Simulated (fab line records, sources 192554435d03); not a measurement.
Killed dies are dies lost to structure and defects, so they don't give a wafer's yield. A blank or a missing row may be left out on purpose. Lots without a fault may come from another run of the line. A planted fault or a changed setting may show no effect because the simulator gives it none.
One fault seen from 2 desks | flow n5_finfet | each desk has only its own numbers; what lay behind them comes last

THE TOOL OWNER'S DESK: rie_diel-02
The tool's own readings at N5_FIN_CUT_CUT_ETCH_26 (etches SiNx in CH3F/O2, target depth 39 nm, time 55.7 s): means of the sampled wafers that have a number, for each lot that ran on this tool. A lot is out of limits, marked OUT, if its mean lies more than 4 standard deviations from the usual mean; the brackets give that distance. Of its 8 readings 7 are shown: the one that was out of limits first, and those that lie furthest out on some lot.
Columns: A = drypump_motor_current_A at N5_FIN_CUT_CUT_ETCH_26, usual 5.6 A; B = mfc_ar_sccm at N5_FIN_CUT_CUT_ETCH_26, usual 150.0 sccm; C = oes_ar_750_au at N5_FIN_CUT_CUT_ETCH_26, usual 0.79 a.u.; D = oes_product_au at N5_FIN_CUT_CUT_ETCH_26, usual 0.79 a.u.; E = run_length_s at N5_FIN_CUT_CUT_ETCH_26, usual 79.1 s; F = showerhead_plenum_p_Torr at N5_FIN_CUT_CUT_ETCH_26, usual 2.02 Torr; G = throttle_valve_pct at N5_FIN_CUT_CUT_ETCH_26, usual 16.44 %
lot  | first seen here | A   | B     | C    | D    | E              | F    | G
L834 | day 2 15:17     | 5.6 | 150.3 | 0.79 | 0.80 | 79.0           | 1.88 | 16.42
L842 | day 4 16:16     | 5.3 | 150.3 | 0.81 | 0.80 | 78.9           | 2.02 | 16.35
L849 | day 6 09:15     | 5.8 | 150.1 | 0.84 | 0.83 | 86.5 (+16) OUT | 2.00 | 16.48
L850 | day 6 16:29     | 5.5 | 150.2 | 0.76 | 0.74 | 87.2 (+18) OUT | 1.89 | 16.39
L854 | day 7 15:29     | 5.7 | 149.7 | 0.77 | 0.77 | 86.9 (+17) OUT | 1.93 | 16.64
This desk's finding: out of limits on L849, L850, L854; first on L849, day 6 09:15 (run_length_s at N5_FIN_CUT_CUT_ETCH_26). In limits: L834, L842.

THE METROLOGY DESK
What the gauges read, lot by lot, whatever tool the lot ran on: means of the sampled wafers that have a number. A lot is out of limits, marked OUT, if its mean lies more than 4 standard deviations from the usual mean; the brackets give that distance. Of its 11 readings 7 are shown: those that lie furthest out on some lot.
Columns: A = IOFF_P at N5_BEOL_M4_RC_MEAS_101, usual 0.21 nA/um; B = ION_N at N5_BEOL_M4_RC_MEAS_101, usual 672 uA/um; C = ION_P at N5_BEOL_M4_RC_MEAS_101, usual 462 uA/um; D = SS_N at N5_BEOL_M4_RC_MEAS_101, usual 71.5 mV/dec; E = SS_P at N5_BEOL_M4_RC_MEAS_101, usual 73.2 mV/dec; F = VT_N at N5_BEOL_M4_RC_MEAS_101, usual 250 mV; G = VT_P at N5_BEOL_M4_RC_MEAS_101, usual -250 mV
lot  | first seen here | A    | B   | C   | D    | E    | F   | G
L832 | day 2 04:56     | 0.20 | 664 | 458 | 71.3 | 73.2 | 252 | -251
L834 | day 2 14:24     | 0.14 | 647 | 444 | 70.7 | 72.9 | 257 | -258
L836 | day 3 02:13     | 0.21 | 664 | 460 | 71.9 | 73.2 | 252 | -250
L840 | day 4 01:59     | 0.23 | 688 | 459 | 72.8 | 74.1 | 246 | -252
L842 | day 4 15:22     | 0.17 | 666 | 457 | 71.1 | 73.2 | 253 | -254
L849 | day 6 08:13     | 0.23 | 678 | 466 | 71.9 | 73.5 | 248 | -250
L850 | day 6 15:34     | 0.22 | 684 | 468 | 71.7 | 73.4 | 250 | -251
L852 | day 7 03:47     | 0.24 | 682 | 471 | 71.1 | 73.2 | 246 | -247
L854 | day 7 14:28     | 0.24 | 686 | 468 | 72.3 | 74.3 | 248 | -247
This desk's finding: nothing out of limits on any of the 9 lots.

PUT TOGETHER
The tool owner's desk could have raised an alarm at day 6 09:15, on L849, L850, L854.
The metrology desk saw nothing out of limits.
The metrology desk has L849, L850, L854 on record, within its limits.
Of the lots named, all ran N5_FIN_CUT_CUT_ETCH_26 on rie_diel-02.

WHAT THE SIMULATOR HAD PUT IN
Process parameter drift: rie_diel-02, from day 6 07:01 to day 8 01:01, at N5_FIN_CUT_CUT_ETCH_26. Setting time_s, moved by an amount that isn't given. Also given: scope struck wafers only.
Lots struck among those shown: L849, L850, L854.
Hours from the fault's start to each desk's first reading out of limits: the tool owner's desk, 2.
